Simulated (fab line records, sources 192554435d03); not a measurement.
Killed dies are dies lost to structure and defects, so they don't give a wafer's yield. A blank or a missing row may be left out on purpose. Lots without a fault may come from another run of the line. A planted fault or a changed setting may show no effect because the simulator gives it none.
One fault seen from 2 desks | flow n5_finfet | each desk has only its own numbers; what lay behind them comes last

THE TOOL OWNER'S DESK: rie_diel-06
The tool's own readings at N5_BEOL_M5_TRENCH_ETCH_37 (etches SiCOH lowk in C4F6/O2, target depth 71.652 nm, time 24.7 s): means of the sampled wafers that have a number, for each lot that ran on this tool. A lot is out of limits, marked OUT, if its mean lies more than 4 standard deviations from the usual mean; the brackets give that distance. Of its 8 readings 7 are shown: those that lie furthest out on some lot.
Columns: A = drypump_motor_current_A at N5_BEOL_M5_TRENCH_ETCH_37, usual 5.6 A; B = oes_f_703_au at N5_BEOL_M5_TRENCH_ETCH_37, usual 0.78 a.u.; C = oes_o_777_au at N5_BEOL_M5_TRENCH_ETCH_37, usual 0.78 a.u.; D = rf_vpp_V at N5_BEOL_M5_TRENCH_ETCH_37, usual 663 V; E = run_length_s at N5_BEOL_M5_TRENCH_ETCH_37, usual 48.0 s; F = showerhead_plenum_p_Torr at N5_BEOL_M5_TRENCH_ETCH_37, usual 2.83 Torr; G = throttle_valve_pct at N5_BEOL_M5_TRENCH_ETCH_37, usual 20.95 %
lot  | first seen here | A   | B    | C    | D   | E    | F    | G
L851 | day 12 03:40    | 5.7 | 0.78 | 0.79 | 651 | 48.0 | 2.74 | 20.88
L865 | day 15 01:33    | 5.5 | 0.76 | 0.76 | 668 | 47.0 | 2.83 | 21.01
This desk's finding: nothing out of limits on any of the 2 lots.

THE METROLOGY DESK
What the gauges read, lot by lot, whatever tool the lot ran on: means of the sampled wafers that have a number. A lot is out of limits, marked OUT, if its mean lies more than 4 standard deviations from the usual mean; the brackets give that distance. Of its 27 readings 7 are shown: those that lie furthest out on some lot.
Columns: A = trench_depth_nm at N5_BEOL_M5_OCD_MEAS_38, usual 71.3 nm; B = M5_THK at N5_BEOL_M5_THK_MEAS_53, usual 61.3 nm; C = M5_RS at N5_BEOL_M5_RS_MEAS_57, usual 0.390 ohm/sq; D = COMB_M11 at N5_BEOL_M15_RC_MEAS_101, usual 1.5e-11 S/m; E = COMB_M6 at N5_BEOL_M15_RC_MEAS_101, usual 2.5e-11 S/m; F = SERP_M5 at N5_BEOL_M15_RC_MEAS_101, usual 40.0 ohm/um; G = SERP_M5_max_site at N5_BEOL_M15_RC_MEAS_101, usual 41.5 ohm/um
lot  | first seen here | A    | B    | C     | D       | E       | F    | G
L851 | day 12 03:49    | 71.2 | 62.0 | 0.386 | 1.4e-11 | 1.9e-11 | 40.2 | 41.8
L865 | day 15 01:42    | 68.4 | 58.3 | 0.418 | 1.1e-11 | 2.1e-11 | 42.0 | 43.7
L867 | day 15 08:56    | 71.2 | 59.3 | 0.406 | 1.3e-11 | 3.4e-11 | 42.7 | 44.3
This desk's finding: nothing out of limits on any of the 3 lots.

PUT TOGETHER
The tool owner's desk saw nothing out of limits.
The metrology desk saw nothing out of limits.

WHAT THE SIMULATOR HAD PUT IN
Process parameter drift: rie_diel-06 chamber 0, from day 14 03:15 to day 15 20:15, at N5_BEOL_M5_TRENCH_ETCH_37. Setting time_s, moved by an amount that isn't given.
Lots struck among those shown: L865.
